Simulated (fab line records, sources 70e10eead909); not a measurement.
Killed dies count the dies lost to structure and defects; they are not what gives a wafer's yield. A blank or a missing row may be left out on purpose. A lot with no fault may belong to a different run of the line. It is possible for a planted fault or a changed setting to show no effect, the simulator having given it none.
Which tool did it? || flow nand harc || 14 lots, 42 wafers sampled, at 5 steps of a route of 1159

## WHAT EACH GAUGE READ, for each wafer
NHARC_A_BONDPAD_CD_MEAS_13.
{"lot": "L745", "measured": "day 17 20:27", "on": "cd sem-01", "cd nm (nm)": "498.7 503.7 501.9"}
{"lot": "L744", "measured": "day 18 05:59", "on": "cd sem-01", "cd nm (nm)": "499.7 501.3 499.1"}
{"lot": "L747", "measured": "day 18 14:26", "on": "cd sem-03", "cd nm (nm)": "501.5 504.0 501.6"}
{"lot": "L746", "measured": "day 18 20:05", "on": "cd sem-01", "cd nm (nm)": "501.9 495.4 496.4"}
{"lot": "L748", "measured": "day 18 23:14", "on": "cd sem-03", "cd nm (nm)": "500.0 496.1 499.3"}
{"lot": "L750", "measured": "day 19 04:01", "on": "cd sem-01", "cd nm (nm)": "499.3 501.8 502.8"}
{"lot": "L749", "measured": "day 19 04:23", "on": "cd sem-01", "cd nm (nm)": "500.7 500.9 497.5"}
{"lot": "L752", "measured": "day 19 21:21", "on": "cd sem-01", "cd nm (nm)": "499.3 497.8 501.9"}
{"lot": "L751", "measured": "day 20 03:59", "on": "cd sem-02", "cd nm (nm)": "500.2 501.8 498.8"}
{"lot": "L758", "measured": "day 20 15:04", "on": "cd sem-01", "cd nm (nm)": "499.0 498.0 503.4"}
{"lot": "L760", "measured": "day 21 07:56", "on": "cd sem-03", "cd nm (nm)": "494.7 496.4 497.4"}
{"lot": "L759", "measured": "day 21 11:29", "on": "cd sem-02", "cd nm (nm)": "501.2 497.5 501.5"}
{"lot": "L761", "measured": "day 22 09:39", "on": "cd sem-03", "cd nm (nm)": "494.6 499.6 499.0"}
{"lot": "L767", "measured": "day 23 23:44", "on": "cd sem-03", "cd nm (nm)": "500.7 500.7 502.2"}

NHARC_END_SORT_01.
{"lot": "L760", "measured": "day 22 18:57", "on": "prober-01", "killed at array": "101 140 85", "killed at other": "0 0 1", "killed at periphery": "0 0 0", "killed dies": "101 140 86", "killed open": "1 3 2", "killed short": "2 5 3"}
{"lot": "L759", "measured": "day 22 18:08", "on": "prober-02", "killed at array": "131 81 139", "killed at other": "0 0 0", "killed at periphery": "4 3 3", "killed dies": "135 84 142", "killed open": "3 3 1", "killed short": "2 2 2"}
{"lot": "L761", "measured": "day 23 15:56", "on": "prober-01", "killed at array": "80 213 76", "killed at other": "0 2 1", "killed at periphery": "1 2 3", "killed dies": "81 217 80", "killed open": "2 5 3", "killed short": "0 1 4"}

## WHICH TOOL RAN EACH LOT (tool, then ch and the chambers of the sampled wafers, then the start)
{"lot": "L745", "NHARC_A_CONTACT_DEP_29": "pecvd-04 ch 0,2, day 16 03:58", "NHARC_A_BONDPAD_PVD_17": "pvd sputter-03, no start", "NHARC_A_BONDPAD_PVD_27": "pvd sputter-03, no start"}
{"lot": "L744", "NHARC_A_CONTACT_DEP_29": "pecvd-02 ch 0,1,2, day 16 10:02", "NHARC_A_BONDPAD_PVD_17": "pvd sputter-01, no start", "NHARC_A_BONDPAD_PVD_27": "pvd sputter-01, no start"}
{"lot": "L747", "NHARC_A_CONTACT_DEP_29": "pecvd-01 ch 0,1,2, day 16 20:40", "NHARC_A_BONDPAD_PVD_17": "pvd sputter-02, no start", "NHARC_A_BONDPAD_PVD_27": "pvd sputter-02, no start"}
{"lot": "L746", "NHARC_A_CONTACT_DEP_29": "pecvd-01 ch 0,2, day 16 22:29", "NHARC_A_BONDPAD_PVD_17": "pvd sputter-02, no start", "NHARC_A_BONDPAD_PVD_27": "pvd sputter-02, no start"}
{"lot": "L748", "NHARC_A_CONTACT_DEP_29": "pecvd-04 ch 1,2, day 17 05:44", "NHARC_A_BONDPAD_PVD_17": "pvd sputter-01, no start", "NHARC_A_BONDPAD_PVD_27": "pvd sputter-01, no start"}
{"lot": "L750", "NHARC_A_CONTACT_DEP_29": "pecvd-04 ch 0,1,2, day 17 11:50", "NHARC_A_BONDPAD_PVD_17": "pvd sputter-02, no start", "NHARC_A_BONDPAD_PVD_27": "pvd sputter-02, no start"}
{"lot": "L749", "NHARC_A_CONTACT_DEP_29": "pecvd-01 ch 0,1,2, day 17 12:03", "NHARC_A_BONDPAD_PVD_17": "pvd sputter-01, no start", "NHARC_A_BONDPAD_PVD_27": "pvd sputter-01, no start"}
{"lot": "L752", "NHARC_A_CONTACT_DEP_29": "pecvd-01 ch 1,2, day 18 05:34", "NHARC_A_BONDPAD_PVD_17": "pvd sputter-02, no start", "NHARC_A_BONDPAD_PVD_27": "pvd sputter-02, no start"}
{"lot": "L751", "NHARC_A_CONTACT_DEP_29": "pecvd-02 ch 1,2, day 18 13:47", "NHARC_A_BONDPAD_PVD_17": "pvd sputter-01, no start", "NHARC_A_BONDPAD_PVD_27": "pvd sputter-01, no start"}
{"lot": "L758", "NHARC_A_CONTACT_DEP_29": "pecvd-01 ch 0,1, day 19 03:52", "NHARC_A_BONDPAD_PVD_17": "pvd sputter-02, no start", "NHARC_A_BONDPAD_PVD_27": "pvd sputter-02, no start"}
{"lot": "L760", "NHARC_A_CONTACT_DEP_29": "pecvd-01 ch 0,2, day 19 16:02", "NHARC_A_BONDPAD_PVD_17": "pvd sputter-03, day 22 18:57 or earlier", "NHARC_A_BONDPAD_PVD_27": "pvd sputter-03, day 22 18:57 or earlier"}
{"lot": "L759", "NHARC_A_CONTACT_DEP_29": "pecvd-01 ch 0,1, day 20 01:04", "NHARC_A_BONDPAD_PVD_17": "pvd sputter-02, day 22 18:08 or earlier", "NHARC_A_BONDPAD_PVD_27": "pvd sputter-02, day 22 18:08 or earlier"}
{"lot": "L761", "NHARC_A_CONTACT_DEP_29": "pecvd-01 ch 0,1, day 20 13:50", "NHARC_A_BONDPAD_PVD_17": "pvd sputter-03, day 23 15:56 or earlier", "NHARC_A_BONDPAD_PVD_27": "pvd sputter-03, day 23 15:56 or earlier"}
{"lot": "L767", "NHARC_A_CONTACT_DEP_29": "pecvd-04 ch 0,1,2, day 22 09:21", "NHARC_A_BONDPAD_PVD_17": "pvd sputter-02, no start", "NHARC_A_BONDPAD_PVD_27": "pvd sputter-02, no start"}
- NHARC_A_CONTACT_DEP_29: deposits SiON, target thk 70 nm.
- NHARC_A_BONDPAD_PVD_17: deposits TaN, target thk 5 nm, time 8.06 s.
- NHARC_A_BONDPAD_PVD_27: deposits Cu, target thk 30 nm, time 20.49 s.

## AS READ BY THE TOOLS THEMSELVES (means over the sampled wafers that have a number; for cases with no such wafer, the mark the record gives instead)
NHARC_A_CONTACT_DEP_29.
{"lot": "L745", "tool": "pecvd-04", "heater power w (W)": 802}
{"lot": "L744", "tool": "pecvd-02", "heater power w (W)": 817}
{"lot": "L747", "tool": "pecvd-01", "heater power w (W)": 763}
{"lot": "L746", "tool": "pecvd-01", "heater power w (W)": 866}
{"lot": "L748", "tool": "pecvd-04", "heater power w (W)": 801}
{"lot": "L750", "tool": "pecvd-04", "heater power w (W)": 818}
{"lot": "L749", "tool": "pecvd-01", "heater power w (W)": 810}
{"lot": "L752", "tool": "pecvd-01", "heater power w (W)": 718}
{"lot": "L751", "tool": "pecvd-02", "heater power w (W)": 714}
{"lot": "L758", "tool": "pecvd-01", "heater power w (W)": 906}
{"lot": "L760", "tool": "pecvd-01", "heater power w (W)": 804}
{"lot": "L759", "tool": "pecvd-01", "heater power w (W)": 812}
{"lot": "L761", "tool": "pecvd-01", "heater power w (W)": 860}
{"lot": "L767", "tool": "pecvd-04", "heater power w (W)": 775}

NHARC_A_BONDPAD_PVD_17.
{"lot": "L745", "tool": "pvd sputter-03", "bias v (V)": 167.4, "throttle valve pct (%)": 28.9}
{"lot": "L744", "tool": "pvd sputter-01", "bias v (V)": 167.5, "throttle valve pct (%)": 29.3}
{"lot": "L747", "tool": "pvd sputter-02", "bias v (V)": 168.6, "throttle valve pct (%)": 29.3}
{"lot": "L746", "tool": "pvd sputter-02", "bias v (V)": 168.8, "throttle valve pct (%)": 29.2}
{"lot": "L748", "tool": "pvd sputter-01", "bias v (V)": 168.8, "throttle valve pct (%)": 29.9}
{"lot": "L750", "tool": "pvd sputter-02", "bias v (V)": 170.0, "throttle valve pct (%)": 29.2}
{"lot": "L749", "tool": "pvd sputter-01", "bias v (V)": 168.7, "throttle valve pct (%)": 29.0}
{"lot": "L752", "tool": "pvd sputter-02", "bias v (V)": 169.4, "throttle valve pct (%)": 28.6}
{"lot": "L751", "tool": "pvd sputter-01", "bias v (V)": 168.7, "throttle valve pct (%)": 29.2}
{"lot": "L758", "tool": "pvd sputter-02", "bias v (V)": 170.2, "throttle valve pct (%)": 29.0}
{"lot": "L760", "tool": "pvd sputter-03", "bias v (V)": 169.2, "throttle valve pct (%)": 29.6}
{"lot": "L759", "tool": "pvd sputter-02", "bias v (V)": 168.5, "throttle valve pct (%)": 29.1}
{"lot": "L761", "tool": "pvd sputter-03", "bias v (V)": 167.7, "throttle valve pct (%)": 28.5}
{"lot": "L767", "tool": "pvd sputter-02", "bias v (V)": 168.1, "throttle valve pct (%)": 28.8}

NHARC_A_BONDPAD_PVD_27.
{"lot": "L745", "tool": "pvd sputter-03", "throttle valve pct (%)": 30.2}
{"lot": "L744", "tool": "pvd sputter-01", "throttle valve pct (%)": 29.5}
{"lot": "L747", "tool": "pvd sputter-02", "throttle valve pct (%)": 28.7}
{"lot": "L746", "tool": "pvd sputter-02", "throttle valve pct (%)": 28.3}
{"lot": "L748", "tool": "pvd sputter-01", "throttle valve pct (%)": 29.0}
{"lot": "L750", "tool": "pvd sputter-02", "throttle valve pct (%)": 28.6}
{"lot": "L749", "tool": "pvd sputter-01", "throttle valve pct (%)": 29.4}
{"lot": "L752", "tool": "pvd sputter-02", "throttle valve pct (%)": 28.7}
{"lot": "L751", "tool": "pvd sputter-01", "throttle valve pct (%)": 29.6}
{"lot": "L758", "tool": "pvd sputter-02", "throttle valve pct (%)": 29.1}
{"lot": "L760", "tool": "pvd sputter-03", "throttle valve pct (%)": 29.2}
{"lot": "L759", "tool": "pvd sputter-02", "throttle valve pct (%)": 28.7}
{"lot": "L761", "tool": "pvd sputter-03", "throttle valve pct (%)": 29.4}
{"lot": "L767", "tool": "pvd sputter-02", "throttle valve pct (%)": 28.6}

## THE ANSWER, worked out from the rows above alone
Rule: usual is defined by the lots themselves. Put in order of their means at a reading, lots are off if they are a third of the lots or fewer, leave a main group of 4 or more, and stand apart from it by a gap of 3 or more times the standard deviation of the main group's means; of several such gaps the widest counts. A main group is skipped when, at the precision printed for the reading in the tables above, its means are all equal. Also off: a lot with no number at a reading for which 4 or more lots have one. Any other lot the step has rows for is counted as sound. The gauges are gone through in route order, then the tools' own readings, and for those a lot's mean is taken as printed above. The first step at which some lot is off is used, and at that step the reading that is off furthest; a lot without a number counts as furthest.
Nothing can be told from this: no lot is off at any reading shown.

## WHAT WAS PUT IN BY THE SIMULATOR
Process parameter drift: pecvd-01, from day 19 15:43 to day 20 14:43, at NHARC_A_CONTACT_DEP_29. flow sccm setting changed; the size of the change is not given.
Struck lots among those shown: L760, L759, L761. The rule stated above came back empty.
